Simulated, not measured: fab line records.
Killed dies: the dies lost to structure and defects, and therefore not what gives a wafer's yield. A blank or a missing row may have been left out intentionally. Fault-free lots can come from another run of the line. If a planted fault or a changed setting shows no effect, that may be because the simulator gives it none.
3 desks, one fault | flow n5-finfet | each desk holds nothing but its own numbers, with what lay behind them at the end

== THE DEFECT DESK ==
What the inspections along the route counted, lot by lot: means of the sampled wafers that have a number. Any lot whose mean is over 4 standard deviations away from the usual mean is out of limits and marked OUT; that distance is given in the brackets.
Columns: A = raw-defect-count at N5_DUMMY_GATE_INSPECT_27, usual 282
lot  | first seen here | A
L785 | day 3 04:40     | 335
L786 | day 3 06:49     | 263
L790 | day 4 06:04     | 281
L791 | day 4 13:12     | 218
L792 | day 4 17:48     | 288
L797 | day 5 23:12     | 282
L800 | day 6 17:50     | 258
L801 | day 7 01:32     | 368
L802 | day 7 05:10     | 169
L806 | day 8 08:32     | 224
This desk found nothing out of limits on any of the 10 lots.

== METROLOGY DESK ==
Means of the sampled wafers that have a number, per lot and without regard to the tool the lot ran on: this is what the gauges read. Any lot whose mean is over 4 standard deviations away from the usual mean is out of limits and marked OUT; that distance is given in the brackets. Of its 10 readings 7 are shown: those that lie furthest out on some lot.
Columns: A = DIBL_N at N5_BEOL_M4_RC_MEAS_101, usual 35.8 mV/V; B = IOFF_N at N5_BEOL_M4_RC_MEAS_101, usual 0.152 nA/um; C = IOFF_P at N5_BEOL_M4_RC_MEAS_101, usual 0.204 nA/um; D = ION_N at N5_BEOL_M4_RC_MEAS_101, usual 672 uA/um; E = ION_P at N5_BEOL_M4_RC_MEAS_101, usual 461 uA/um; F = SS_N at N5_BEOL_M4_RC_MEAS_101, usual 71.5 mV/dec; G = VT_P at N5_BEOL_M4_RC_MEAS_101, usual -250.6 mV
lot  | first seen here | A    | B     | C     | D   | E   | F    | G
L785 | day 8 16:16     | 34.3 | 0.154 | 0.211 | 677 | 464 | 70.9 | -248.0
L786 | day 9 00:26     | 35.9 | 0.165 | 0.196 | 685 | 462 | 72.5 | -253.0
L790 | day 9 15:29     | 35.6 | 0.156 | 0.210 | 673 | 461 | 71.5 | -251.8
L791 | day 9 23:45     | 35.8 | 0.152 | 0.220 | 680 | 469 | 71.5 | -250.1
L792 | day 10 09:29    | 35.5 | 0.146 | 0.216 | 676 | 467 | 71.2 | -247.9
L797 | day 11 01:29    | 35.8 | 0.144 | 0.179 | 666 | 456 | 71.4 | -252.9
L800 | day 12 05:31    | 38.6 | 0.185 | 0.210 | 677 | 459 | 72.1 | -250.4
L801 | day 12 05:37    | 34.4 | 0.126 | 0.171 | 662 | 456 | 71.2 | -255.3
L802 | day 12 10:43    | 36.9 | 0.139 | 0.202 | 666 | 460 | 71.3 | -249.8
L806 | day 13 20:19    | 37.2 | 0.187 | 0.250 | 684 | 472 | 71.2 | -246.5
This desk found nothing out of limits on any of the 10 lots.

== AT THE TOOL OWNER'S DESK: litho-track-02 ==
The tool's own readings at N5_SD_EPI_N_COAT_33 (time 60 s, resist thk 35 nm): means of the sampled wafers that have a number, for each lot that ran on this tool. Any lot whose mean is over 4 standard deviations away from the usual mean is out of limits and marked OUT; that distance is given in the brackets.
Columns: A = spin-speed-rpm at N5_SD_EPI_N_COAT_33, usual 1499.7 rpm
lot  | first seen here | A
L785 | day 3 05:37     | 1500.0
L800 | day 6 18:28     | 1500.2
L801 | day 7 02:57     | 1431.7 (-62) OUT
L802 | day 7 06:01     | 1430.7 (-63) OUT
L806 | day 8 09:10     | 1430.4 (-63) OUT
Finding of this desk: L801, L802, L806 out of limits; the first was L801 at day 7 02:57, on spin-speed-rpm at N5_SD_EPI_N_COAT_33. Within limits: L785, L800.

== TAKEN TOGETHER ==
An alarm could have come from the tool owner's desk at day 7 02:57, on L801, L802, L806.
The defect desk saw nothing out of limits.
From the metrology desk's view, nothing was out of limits.
The defect desk has L801, L802, L806 on record, within its limits.
The metrology desk has L801, L802, L806 on record, within its limits.
N5_SD_EPI_N_COAT_33 was run on litho-track-02 by each of the lots named.

== WHAT THE SIMULATOR PUT IN ==
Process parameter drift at N5_SD_EPI_N_COAT_33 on litho-track-02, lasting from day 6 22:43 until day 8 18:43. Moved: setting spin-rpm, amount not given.
Shown lots that were struck: L801, L802, L806.
Each desk's first reading out of limits, in hours after the fault started: the tool owner's desk, 4.
